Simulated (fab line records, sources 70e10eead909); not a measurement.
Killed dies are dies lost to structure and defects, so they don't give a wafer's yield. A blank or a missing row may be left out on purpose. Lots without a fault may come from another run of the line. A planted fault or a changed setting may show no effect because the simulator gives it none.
Chamber matching | flow nand_harc | NHARC_A_CHANNEL_FILL_D1_CMP_10 on cmp-03: 4 sister chambers
The step polishes, target thk 150 nm. 8 wafers are shown with their chamber, then 8 later ones without.

WAFERS WITH THEIR CHAMBER
wafer  | chamber | time_to_endpoint_s (s) | motor_current_A (A)
L524.5 | 0       | 16.4                   | 11.9
L532.2 | 3       | 20.4                   | 11.2
L532.4 | 1       | 18.7                   | 10.9
L532.5 | 2       | 13.2                   | 12.0
L538.3 | 1       | 17.3                   | 10.7
L538.5 | 2       | 10.1                   | 12.0
L538.6 | 3       | 20.2                   | 10.7
L539.2 | 0       | 15.7                   | 12.3

WAFERS WITHOUT THEIR CHAMBER
wafer  | time_to_endpoint_s (s) | motor_current_A (A)
L539.4 | 15.9                   | 11.2
L539.5 | 9.4                    | 12.4
L542.1 | 15.9                   | 10.2
L542.4 | 14.4                   | 11.2
L542.6 | 11.3                   | 11.5
L545.3 | 14.9                   | 10.8
L545.4 | 13.6                   | 11.3
L545.5 | 15.3                   | 11.8

WHICH CHAMBER EACH WENT THROUGH
wafer  | from the rows above               | in truth
L539.4 | can't be placed: 1 or 3 or 0      | 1
L539.5 | 2                                 | 2
L542.1 | can't be placed: 1 or 3           | 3
L542.4 | can't be placed: 1 or 0 or 2 or 3 | 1
L542.6 | 2                                 | 2
L545.3 | can't be placed: 1 or 3           | 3
L545.4 | can't be placed: 2 or 0 or 1      | 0
L545.5 | can't be placed: 0 or 2           | 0
Placed correctly: 2 of 8. Can't be placed from these rows: 6 (the true chamber is among the candidates in 6). Placed wrongly: 0.
How it was worked out, from the rows above alone: a wafer's distance from a chamber is the root of the sum, over the readings, of the square of ((its reading less the chamber's mean) divided by the reading's scatter). The wafer belongs to the nearest chamber; if the next one is less than 2 further off, it can't be placed. A chamber's mean is the mean of its shown wafers. The scatter: the root of (the sum of the squares of (reading less its chamber's mean) over the shown wafers, divided by (wafers less chambers)).
